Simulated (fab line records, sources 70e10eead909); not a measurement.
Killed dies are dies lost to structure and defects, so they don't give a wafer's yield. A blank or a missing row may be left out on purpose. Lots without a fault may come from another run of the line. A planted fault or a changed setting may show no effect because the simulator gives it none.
fab line records | flow nand_harc
record lots=6 wafers=18 last_day=34
route steps=1302 shown A_M1@1181 END@1302
lots that met no fault: from a run of the same line without faults
start_h: hours from the record's first day to the start of the lot's first wafer shown | wait_h: hours since the lot's step before | " the same as in the row above | L1.1+2: a row that stands for several wafers | - no value, or no start given | * or withheld: withheld | < > ~ a bound
route shown NAME@n: a module of which the file shows steps, and the number in the route of the first | usual: mean/standard deviation of fault-free wafers | same: alike in all rows | chamber/n: place in a boat | sites: the reading at each site | _std_site: their standard deviation | _edge_site: outer sites' mean less inner sites' | radius_mm: how far each site lies from the wafer's centre | mask NAME#n: copy n | behind: the tool/chamber that last shaped the wafer | hold: why the lot was held/for how many hours/how that ended | device: the transistor (n, p or np) that didn't switch | end of line: the same wafers' tests at the end of the route | a step without rows: its recipe alone | killed: dies lost to structure and defects at the first sort, not the wafer's yield | map: a wafer's dies, x killed, . not, _ none there
set.NAME: the setting as run; set.NAME@STEP: as run at that earlier step | model.NAME: the simulator's own value behind a step, which no gauge read
lots at some steps of the route; a table a step, a row a wafer
services: from which hour (start_h, from the record's first day; less than 0 if before it) a tool's chamber was out of use, for how many hours, and why
## steps
# step NHARC_A_M1_INSPECT_11
# usual raw_defect_count=82/36
# columns lot.wafer tool chamber start_h wait_h raw_defect_count
L638.1 defect_inspect-01 - 566.25 0.0 85
L638.3 " - " " 85
L638.4 " - " " 62
L645.4 defect_inspect-01 - 648.01 0.0 29
L645.5 " - " " 16
L645.6 " - " " 14
L647.1 defect_inspect-02 - 663.35 0.0 85
L647.3 " - " " 90
L647.4 " - " " 76
L650.1 defect_inspect-01 - 693.12 0.0 165
L650.2 " - " " 155
L650.5 " - " " 176
L656.1 defect_inspect-01 - 743.07 0.0 36
L656.2 " - " " 32
L656.6 " - " " 32
L657.2 defect_inspect-01 - 769.84 0.0 93
L657.3 " - " " 96
L657.4 " - " " 106
# step NHARC_A_M1_DESCUM_14
# recipe time_s=3 o2_flow_sccm=200 ar_flow_sccm=0 bias_power_w=0 chemistry=O2
# step NHARC_A_M1_ETCH_35
# recipe target_depth_a=400 overetch_a=120 time_s=43.94 ion_energy_ev=200 n2_flow_sccm=150 h2_flow_sccm=150 ar_flow_sccm=0 rf_w=400 bias_w=150 chemistry=N2/H2
# usual bias_w=149.9/0.45 drypump_motor_current_A=5.8/0.39 oes_product_au=0.997/0.009 rf_vpp_V=430.3/2.4 showerhead_plenum_p_Torr=2.03/0.077 throttle_valve_pct=14.171/0.0089
# columns lot.wafer tool chamber start_h wait_h bias_w drypump_motor_current_A oes_product_au rf_hours_counter_h rf_vpp_V showerhead_plenum_p_Torr throttle_valve_pct
L638.3 rie_diel-12 0 566.40 0.1 149.7 5.4 0.989 5.5 429.0 2.01 14.182
L638.1 " 1 " " 149.8 5.2 0.998 5.1 433.9 2.13 14.176
L638.4 " 2 " " 149.8 5.3 0.998 4.6 433.3 2.13 14.190
L645.4 rie_diel-08 3 648.15 0.1 149.5 6.5 0.988 5.9 430.7 2.06 14.174
L645.6 " 3 " " 149.5 6.4 0.987 - 430.4 2.06 14.172
L645.5 " 0 " " 150.0 5.7 1.010 - 432.4 2.09 14.179
L647.1 rie_diel-13 0 663.50 0.1 149.8 6.0 0.981 3.2 432.1 2.04 14.175
L647.3 " 2 " " 150.1 5.6 0.979 3.7 427.8 1.92 14.163
L647.4 " 3 " " 150.5 6.0 0.995 2.9 433.7 2.11 14.200
L650.2 rie_diel-13 3 693.27 0.1 149.2 6.0 1.001 3.8 431.1 2.11 14.170
L650.1 " 2 " " 150.1 5.6 0.982 4.5 428.4 1.92 14.167
L650.5 " 3 " " 150.0 6.0 1.006 - 431.9 2.11 14.168
L656.2 rie_diel-13 2 743.22 0.1 150.4 5.6 1.002 0.8 427.5 1.92 14.172
L656.1 " 0 " " 149.6 6.1 0.983 1.0 429.7 2.04 14.178
L656.6 " 1 " " 150.0 5.7 0.983 - 429.2 2.03 14.163
L657.2 rie_diel-08 3 769.98 0.1 149.2 6.5 0.996 1.0 431.7 2.06 14.162
L657.3 " 0 " " 149.0 5.7 0.998 1.1 432.7 2.09 14.168
L657.4 " 1 " " 149.8 6.4 0.988 1.1 427.7 1.94 14.148
# step NHARC_A_M1_ETCH_15
# recipe target_depth_a=1825 time_s=91.2 c4f8_flow_sccm=withheld ar_flow_sccm=400 rf_w=600 bias_w=300 chemistry=C4F8/Ar
# step NHARC_A_M1_CD_MEAS_16
# usual cd_nm=119.6/0.82
# columns lot.wafer tool chamber start_h wait_h cd_nm
L638.1 cd_sem-01 - 566.62 - 120.5
L638.3 " - " " 120.5
L638.4 " - " " 118.8
L645.4 cd_sem-02 - 648.38 - 120.3
L645.5 " - " " 119.0
L645.6 " - " " 119.8
L647.1 cd_sem-02 - 663.71 - 119.6
L647.3 " - " " 120.3
L647.4 " - " " 121.0
L650.1 cd_sem-03 - 693.49 - 118.4
L650.2 " - " " 118.9
L650.5 " - " " 119.7
L656.1 cd_sem-03 - 743.43 - 120.4
L656.2 " - " " 120.3
L656.6 " - " " 119.3
L657.2 cd_sem-03 - 770.21 - 119.5
L657.3 " - " " 119.5
L657.4 " - " " 118.7
# step NHARC_A_M1_STRIP_18
# recipe power_w=1000 n2_flow_sccm=150 h2_flow_sccm=150 ar_flow_sccm=0 bias_w=0 chemistry=N2/H2
# usual drypump_motor_current_A=5.9/0.34 oes_product_au=0.996/0.0094 rf_vpp_V=90.5/0.98 showerhead_plenum_p_Torr=2.02/0.07 throttle_valve_pct=14.171/0.0093
# same bias_w=0
# columns lot.wafer tool chamber start_h wait_h drypump_motor_current_A oes_product_au rf_hours_counter_h rf_vpp_V showerhead_plenum_p_Torr throttle_valve_pct
L638.4 rie_diel-13 2 566.69 0.1 5.6 0.993 1.0 89.5 1.92 14.172
L638.1 " 3 " " 6.0 1.009 0.6 91.6 2.11 14.165
L638.3 " 1 " " 5.7 0.999 1.1 90.8 2.04 14.178
L645.4 rie_diel-12 3 648.45 0.1 6.3 1.014 0.9 89.2 1.92 14.191
L645.5 " 3 " " 6.3 1.003 - 90.1 1.92 14.177
L645.6 " 0 " " 5.4 0.991 - 89.8 2.01 14.160
L647.4 rie_diel-13 0 663.79 0.1 6.0 0.988 3.3 91.0 2.04 14.167
L647.3 " 1 " " 5.7 0.991 3.7 89.1 2.04 14.169
L647.1 " 3 " " 6.0 1.000 3.0 91.1 2.11 14.161
L650.1 rie_diel-08 1 693.59 0.1 6.4 0.996 4.9 88.7 1.94 14.164
L650.2 " 2 " " 5.8 0.992 8.0 88.6 1.94 14.189
L650.5 " 0 " " 5.7 1.000 - 91.4 2.09 14.177
L656.2 rie_diel-12 1 743.53 0.1 5.2 0.976 7.1 90.8 2.13 14.184
L656.1 " 2 " " 5.2 1.003 6.5 92.3 2.13 14.172
L656.6 " 1 " " 5.2 0.981 - 90.2 2.13 14.175
L657.3 rie_diel-13 0 770.28 0.1 6.0 0.999 1.7 89.1 2.04 14.155
L657.2 " 2 " " 5.6 0.995 1.3 88.3 1.92 14.171
L657.4 " 3 " " 6.0 0.999 1.4 92.0 2.11 14.174
# step NHARC_A_M1_ETCH_28
# recipe target_depth_a=300 over_etch_frac=0.3 time_s=72.99 ion_energy_ev=150 cf4_flow_sccm=50 n2_flow_sccm=100 ar_flow_sccm=150 rf_w=300 bias_w=100 chemistry=CF4/N2
# usual bias_w=100.01/0.28 drypump_motor_current_A=5.9/0.35 oes_product_au=0.996/0.0092 rf_vpp_V=313.7/1.7 showerhead_plenum_p_Torr=2.60/0.085 throttle_valve_pct=19.795/0.0085
# columns lot.wafer tool chamber start_h wait_h bias_w drypump_motor_current_A oes_product_au rf_hours_counter_h rf_vpp_V showerhead_plenum_p_Torr throttle_valve_pct
L638.3 rie_diel-13 1 - - 100.16 5.7 0.991 1.2 314.6 2.62 19.815
L638.1 " 2 " " 99.86 5.6 0.989 1.1 310.8 2.48 19.791
L638.4 " 3 " " 100.02 6.0 1.000 0.6 316.3 2.71 19.799
L645.4 rie_diel-12 1 - - 100.11 5.2 0.983 1.2 315.9 2.74 19.796
L645.6 " 0 " " 100.12 5.4 0.991 - 314.2 2.59 19.790
L645.5 " 1 " " 100.08 5.2 0.975 - 315.2 2.74 19.793
L647.4 rie_diel-13 0 - - 99.77 6.0 0.977 3.3 315.4 2.62 19.793
L647.3 " 2 " " 100.01 5.6 0.984 3.7 312.7 2.48 19.807
L647.1 " 3 " " 100.60 6.0 0.987 3.0 313.4 2.71 19.808
L650.1 rie_diel-08 0 - - 100.27 5.7 1.003 5.9 316.7 2.69 19.795
L650.2 " 2 " " 99.91 5.8 1.006 8.1 311.4 2.51 19.781
L650.5 " 0 " " 100.02 5.7 1.004 - 314.8 2.69 19.802
L656.2 rie_diel-12 2 - - 99.67 5.2 0.996 6.6 315.9 2.73 19.794
L656.1 " 3 " " 100.12 6.3 1.004 6.6 312.4 2.48 19.780
L656.6 " 2 " " 99.67 5.2 0.983 - 314.8 2.73 19.795
L657.4 rie_diel-13 0 - - 99.69 6.0 1.005 1.7 314.3 2.62 19.794
L657.3 " 1 " " 100.34 5.7 0.991 1.8 312.6 2.62 19.801
L657.2 " 2 " " 99.74 5.6 1.003 1.4 311.6 2.48 19.794
# step NHARC_A_M1_STRIP_19
# recipe time_s=600 temp_c=30 chemistry=post_etch_residue_remover
# step NHARC_A_M1_DEGAS_29
# recipe temp_c=250 time_s=60
# step NHARC_A_M1_PRE_CLEAN_30
# recipe time_s=30 temp_c=280 gas=H2/He
# step NHARC_A_M1_PVD_20
# recipe target_thk_a=50 bias_v=168.6 power_w=15000 chamber_pressure_pa=0.12 time_s=8.06 substrate_temp_c=50 material=TaN
# step NHARC_A_M1_PVD_21
# recipe target_thk_a=300 chamber_pressure_pa=5 power_w=5000 substrate_temp_c=30 time_s=20.49 material=Cu
# usual cathode_dc_power_W=4999.9/0.93 throttle_valve_pct=30.4/1.2
# columns lot.wafer tool chamber start_h wait_h cathode_dc_power_W throttle_valve_pct
L638.4 pvd_sputter-03 - - - 5001.3 27.9
L638.1 " - " " 4999.2 30.5
L638.3 " - " " 5000.8 30.5
L645.4 pvd_sputter-01 - - - 5000.4 29.4
L645.6 " - " " 4999.5 28.4
L645.5 " - " " 5000.8 29.4
L647.1 pvd_sputter-01 - - - 5000.1 28.3
L647.4 " - " " 5001.8 29.8
L647.3 " - " " 4999.6 31.2
L650.2 pvd_sputter-03 - - - 4998.0 28.1
L650.1 " - " " 4999.4 30.6
L650.5 " - " " 5000.7 28.0
L656.2 pvd_sputter-01 - - - 4999.3 28.3
L656.1 " - " " 5000.7 29.4
L656.6 " - " " 4999.8 31.0
L657.4 pvd_sputter-02 - - - 5001.6 31.7
L657.3 " - " " 4999.6 30.3
L657.2 " - " " 4999.1 30.9
# step NHARC_A_M1_ECD_22
# recipe target_thk_a=4000 bath_temp_c=25 material=Cu
# columns lot.wafer tool chamber start_h wait_h
L638.1+3+4 ecd_cu-01 1,1,0 567.91 -
L645.4+6+5 ecd_cu-01 1,1,0 649.57 -
L647.1+3+4 ecd_cu-01 0,1,0 664.85 -
L650.1+2+5 ecd_cu-02 0,1,1 694.82 -
L656.2+1+6 ecd_cu-01 0,1,0 744.51 -
L657.2+4+3 ecd_cu-01 0,0,1 771.30 -
# step NHARC_A_M1_ANNEAL_31
# recipe temp_c=225 time_s=90
# usual wafer_temp_C_max=225.72/0.23
# columns lot.wafer tool chamber start_h wait_h wafer_temp_C_max
L638.1 rtp_anneal-01 0 568.29 - 226.01
L638.3 " 0 " " 225.97
L638.4 " 0 " " 225.85
L645.4 rtp_anneal-02 0 650.00 - 225.74
L645.5 " 0 " " 225.66
L645.6 " 0 " " 225.42
L647.1 rtp_anneal-02 0 665.18 - 225.62
L647.3 " 0 " " 225.70
L647.4 " 0 " " 225.47
L650.1 rtp_anneal-01 0 695.20 - 225.67
L650.2 " 0 " " 225.91
L650.5 " 0 " " 225.63
L656.1 rtp_anneal-01 0 744.89 0.3 225.69
L656.2 " 0 " " 225.79
L656.6 " 0 " " 225.96
L657.2 rtp_anneal-01 0 771.73 - 226.04
L657.3 " 0 " " 225.57
L657.4 " 0 " " 225.68
# step NHARC_A_M1_CMP_23
# recipe t_overpolish_s=20 target_thk_nm=154.34
# usual motor_current_A=12.3/1.8 time_to_endpoint_s=29.3/2.6
# columns lot.wafer tool chamber start_h wait_h motor_current_A time_to_endpoint_s
L638.4 cmp-04 0 568.63 - 13.4 28.2
L638.1 " 1 " " 9.6 25.1
L638.3 " 3 " " 14.9 28.4
L645.4 cmp-03 0 650.22 - 10.9 34.1
L645.5 " 3 " " 14.2 39.8
L645.6 " 0 " " 11.0 32.2
L647.4 cmp-03 0 665.52 - 10.8 43.7
L647.1 " 1 " " 11.3 42.6
L647.3 " 3 " " 13.6 30.6
L650.1 cmp-04 3 695.55 - 16.0 27.8
L650.2 " 2 " " 10.2 32.2
L650.5 " 3 " " 15.2 27.0
L656.1 cmp-03 3 745.29 - 14.1 29.6
L656.2 " 0 " " 11.3 31.7
L656.6 " 2 " " 12.9 33.1
L657.4 cmp-03 0 772.02 - 10.9 31.7
L657.2 " 1 " " 11.4 30.3
L657.3 " 2 " " 13.7 30.1
# step NHARC_A_M1_THK_MEAS_24
# recipe thk_meas_gauge=xrf
# usual thk_nm=154.6/1.8
# columns lot.wafer tool chamber start_h wait_h thk_nm
L638.1 film_metro-02 - 568.95 - 155.9
L638.3 " - " " 154.9
L638.4 " - " " 154.5
L645.4 film_metro-02 - 650.51 - 155.4
L645.5 " - " " 152.9
L645.6 " - " " 154.6
L647.1 film_metro-02 - 665.83 - 154.8
L647.3 " - " " 157.3
L647.4 " - " " 154.7
L650.1 film_metro-01 - 695.86 - 152.8
L650.2 " - " " 155.2
L650.5 " - " " 153.8
L656.1 film_metro-02 - 745.55 - 153.2
L656.2 " - " " 155.4
L656.6 " - " " 154.0
L657.2 film_metro-01 - 772.34 - 153.6
L657.3 " - " " 155.9
L657.4 " - " " 152.5
# step NHARC_END_SORT_01
# recipe temp_c=25
# usual defect_limited_yield=91.3/2.8 killed_at_array=54/18 killed_at_other=0.7/0.87 killed_at_periphery=3.7/2.5 killed_dies=59/19 killed_open=3.3/2 killed_short=2.6/1.6 sort_bin_2_pct=3.1/1.2 sort_bin_3_pct=0.6/0.35 sort_bin_4_pct=5.0/1.6 sort_n_pass=618/19 sort_rim_yield_pct=92/4.4 sort_yield_pct=91.3/2.8
# same gross_dies=677 sort_bin_5_pct[%]=0 sort_bin_6_pct[%]=0 sort_bin_7_pct[%]=0 sort_bin_8_pct[%]=0 sort_rim_n_gross=106.00
# columns lot.wafer tool chamber start_h wait_h defect_limited_yield[%] killed_at_array killed_at_other killed_at_periphery killed_dies killed_open killed_short sort_bin_2_pct[%] sort_bin_3_pct[%] sort_bin_4_pct[%] sort_n_pass sort_rim_yield_pct[%] sort_yield_pct[%]
L638.1 prober-01 0 639.71 2.5 91.0 57 0 4 61 4 4 3.5 0.9 4.6 616 95 91.0
L638.3 prober-01 0 641.32 3.1 89.1 70 0 4 74 13 6 4.0 0.6 6.4 603 94 89.1
L638.4 prober-01 0 642.12 3.4 92.8 48 0 1 49 3 4 2.4 0.4 4.4 628 94 92.8
L645.4 prober-02 0 692.31 5.4 95.0 30 1 3 34 1 4 1.6 0.4 3.0 643 97 95.0
L645.5 prober-02 0 693.13 5.7 97.0 17 0 3 20 4 1 1.0 0.1 1.8 657 96 97.0
L645.6 prober-02 0 693.95 6.0 97.6 13 0 3 16 3 0 0.7 0 1.6 661 99 97.6
L650.1 prober-02 0 725.77 2.5 85.7 90 0 7 97 2 0 4.9 1.2 8.3 580 81 85.7
L650.5 prober-02 0 728.89 3.6 86.1 87 0 7 94 6 3 5.9 0.9 7.1 583 82 86.1
L656.1 prober-01 0 779.22 2.5 94.1 37 0 3 40 4 2 2.1 0.3 3.5 637 99 94.1
L656.2 prober-01 0 780.01 2.8 94.5 33 0 4 37 1 3 1.2 0.3 4.0 640 99 94.5
L656.6 prober-01 0 783.19 4.0 93.9 36 1 4 41 5 7 2.4 0.3 3.4 636 95 93.9
# killed by level:class
L638.1 A_SLIT:chamber_film_flake=26 A_CHANNEL_HOLE_D2:chamber_film_flake=12 A_STAIRCASE:chamber_film_flake=5 A_CHANNEL_HOLE_D1:chamber_film_flake=3 A_CONTACT:chamber_film_flake=2 P_CONTACT:geometric_particle:open=1 P_M2:geometric_particle:short=1 A_SGD_CUT:geometric_particle:short=1
L638.3 A_SLIT:chamber_film_flake=24 A_CHANNEL_HOLE_D2:chamber_film_flake=12 A_CONTACT:chamber_film_flake=9 A_STAIRCASE:chamber_film_flake=5 A_M0:geometric_particle:open=4 P_CONTACT:geometric_particle:open=3 A_CHANNEL_HOLE_D1:geometric_particle:short=2 A_ONON_D2:geometric_particle:open=2
L638.4 A_SLIT:chamber_film_flake=17 A_CHANNEL_HOLE_D2:chamber_film_flake=8 A_CONTACT:chamber_film_flake=7 A_STAIRCASE:chamber_film_flake=3 A_DECK1_JOINT:geometric_particle:open=2 A_CHANNEL_HOLE_D1:chamber_film_flake=2 A_SOURCE_PLATE:geometric_particle:short=1 A_CHANNEL_HOLE_D1:geometric_particle:short=1
L645.4 A_CHANNEL_HOLE_D1:chamber_film_flake=8 A_SLIT:chamber_film_flake=6 A_CONTACT:chamber_film_flake=5 A_DECK1_JOINT:chamber_film_flake=3 P_ZERO_WELL:chamber_film_flake=2 A_CHANNEL_HOLE_D2:chamber_film_flake=2 P_GATE:geometric_particle:short=1 A_ONON_D1:geometric_particle:short=1
L645.5 A_CHANNEL_HOLE_D1:chamber_film_flake=4 P_GATE:chamber_film_flake=3 A_SLIT:chamber_film_flake=3 A_ONON_D1:geometric_particle:open=1 A_CHANNEL_FILL_D1:geometric_particle:open=1 A_ONON_D2:geometric_particle:open=1 A_BLC:geometric_particle:open=1 A_BLC:geometric_particle:short=1
L645.6 A_CONTACT:chamber_film_flake=6 P_GATE:chamber_film_flake=2 A_SLIT:chamber_film_flake=2 P_CONTACT:geometric_particle:open=1 A_ONON_D2:geometric_particle:open=1 A_M0:geometric_particle:open=1 A_STAIRCASE:chamber_film_flake=1 A_CHANNEL_HOLE_D1:chamber_film_flake=1
L650.1 A_SLIT:chamber_film_flake=28 A_CHANNEL_HOLE_D2:chamber_film_flake=27 A_CHANNEL_HOLE_D1:chamber_film_flake=25 P_GATE:chamber_film_flake=4 A_DECK1_JOINT:chamber_film_flake=3 A_ZERO_WELL:chamber_film_flake=2 A_CONTACT:chamber_film_flake=2 P_GATE:geometric_particle:open=1
L650.5 A_CHANNEL_HOLE_D1:chamber_film_flake=30 A_SLIT:chamber_film_flake=21 A_CHANNEL_HOLE_D2:chamber_film_flake=17 A_CONTACT:chamber_film_flake=4 A_M1:geometric_particle:open=3 P_STI:chamber_film_flake=3 P_GATE:chamber_film_flake=3 A_ZERO_WELL:chamber_film_flake=2
L656.1 A_CONTACT:chamber_film_flake=18 A_SLIT:chamber_film_flake=7 A_STAIRCASE:chamber_film_flake=5 P_CONTACT:geometric_particle:open=2 A_CHANNEL_HOLE_D1:chamber_film_flake=2 A_CHANNEL_FILL_D1:chamber_film_flake=2 P_M1:geometric_particle:open=1 A_SOURCE_PLATE:geometric_particle:short=1
L656.2 A_CONTACT:chamber_film_flake=14 A_STAIRCASE:chamber_film_flake=7 A_SLIT:chamber_film_flake=5 A_CHANNEL_FILL_D1:chamber_film_flake=4 P_CONTACT:geometric_particle:open=1 P_M2:geometric_particle:short=1 A_DECK1_JOINT:geometric_particle:short=1 A_CHANNEL_FILL_D2:geometric_particle:short=1
L656.6 A_CONTACT:chamber_film_flake=14 A_SLIT:chamber_film_flake=9 A_CHANNEL_FILL_D2:geometric_particle:short=3 A_CHANNEL_FILL_D1:chamber_film_flake=3 A_STAIRCASE:chamber_film_flake=2 P_GATE:geometric_particle:open=1 P_CONTACT:geometric_particle:open=1 P_M0:geometric_particle:short=1
## services
# columns tool chamber start_h hours kind
rie_diel-08 - 544.80 9.0 pm
rie_diel-12 1 552.02 4.2 repair
cmp-03 - 554.16 4.0 pm
rie_diel-08 2 577.37 2.5 repair
cmp-03 - 579.36 4.1 repair
rie_diel-08 1 583.52 12.2 repair
rie_diel-12 3 589.69 3.0 repair
rie_diel-12 2 590.97 2.5 repair
rie_diel-08 2 597.68 3.9 repair
rie_diel-08 0 601.65 9.0 repair
rie_diel-12 3 613.56 2.9 repair
rie_diel-12 - 622.57 9.0 pm
cmp-03 - 647.12 0.5 repair
cmp-03 - 652.16 4.0 pm
rie_diel-08 1 654.13 9.9 repair
rie_diel-08 0 657.43 8.7 repair
rie_diel-08 1 671.79 17.4 repair
ecd_cu-01 - 688.05 8.0 pm
rie_diel-12 1 690.48 1.4 repair
rie_diel-13 - 696.00 9.0 pm
rie_diel-08 - 721.80 9.0 pm
cmp-03 - 750.29 4.0 pm
cmp-03 - 756.65 2.6 repair
rie_diel-13 2 763.81 3.2 repair
## key
first_sign step=NHARC_A_M1_CMP_23 reading=time_to_endpoint_s direction=up sigmas=4.8 usual=* struck=*
effect none on later readings
met_at NHARC_A_M1_ECD_22
struck_wafers L645.5,L647.1,L647.4
onset_between 567.91 649.57
fault kind=process_parameter_drift tool=ecd_cu-01 chamber=0 onset_h=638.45 steps=NHARC_A_M1_ECD_22 channel=target_thk_a offset=* shape=step end_h=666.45 acts_in=* stated=*
